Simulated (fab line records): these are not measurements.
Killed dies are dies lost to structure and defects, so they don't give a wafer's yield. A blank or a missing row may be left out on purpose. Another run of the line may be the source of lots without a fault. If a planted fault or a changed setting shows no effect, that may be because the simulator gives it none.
Chamber matching | flow n5-finfet | 4 sister chambers for N5_BEOL_M0_SAQP_ETCH_84 on rie-diel-06
The step etches SOC in N2/H2, target depth 100 nm, overetch 20 nm, time 150 s. 4 wafers are shown with their chamber, then 9 later ones without.

## WAFERS, EACH WITH ITS CHAMBER
wafer  | chamber | showerhead-plenum-p-Torr (Torr)
L079.3 | 2       | 2.40
L082.5 | 1       | 2.48
L085.2 | 0       | 2.42
L085.6 | 3       | 2.64

## WAFERS WITH NO CHAMBER GIVEN
wafer  | showerhead-plenum-p-Torr (Torr)
L086.2 | 2.42
L086.3 | 2.47
L086.6 | 2.42
L094.1 | 2.41
L094.5 | 2.71
L094.6 | 2.47
L095.1 | 2.41
L095.3 | 2.71
L095.4 | 2.47

## EACH ONE'S CHAMBER
wafer  | from the rows above          | in truth
L086.2 | can't be placed: 0 or 2 or 1 | 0
L086.3 | can't be placed: 1 or 0 or 2 | 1
L086.6 | can't be placed: 0 or 2 or 1 | 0
L094.1 | can't be placed: 0 or 2 or 1 | 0
L094.5 | 3                            | 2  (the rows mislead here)
L094.6 | can't be placed: 1 or 0 or 2 | 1
L095.1 | can't be placed: 0 or 2 or 1 | 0
L095.3 | 3                            | 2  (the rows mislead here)
L095.4 | can't be placed: 1 or 0 or 2 | 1
0 of 9 placed correctly. From these rows, 7 cannot be placed; in 7 the true chamber is one of the candidates. Placed wrongly: 2.
How it was worked out, from the rows above alone: a wafer's distance from a chamber is the root of the sum, over the readings, of the square of ((its reading less the chamber's mean) divided by the reading's scatter). The wafer belongs to the nearest chamber; if the next one is less than 2 further off, it can't be placed. Each chamber's mean is taken over the wafers shown for it. The scatter (one wafer shown for each chamber): square how far every hidden wafer sits from the nearest shown wafer, average those squares and take the square root.
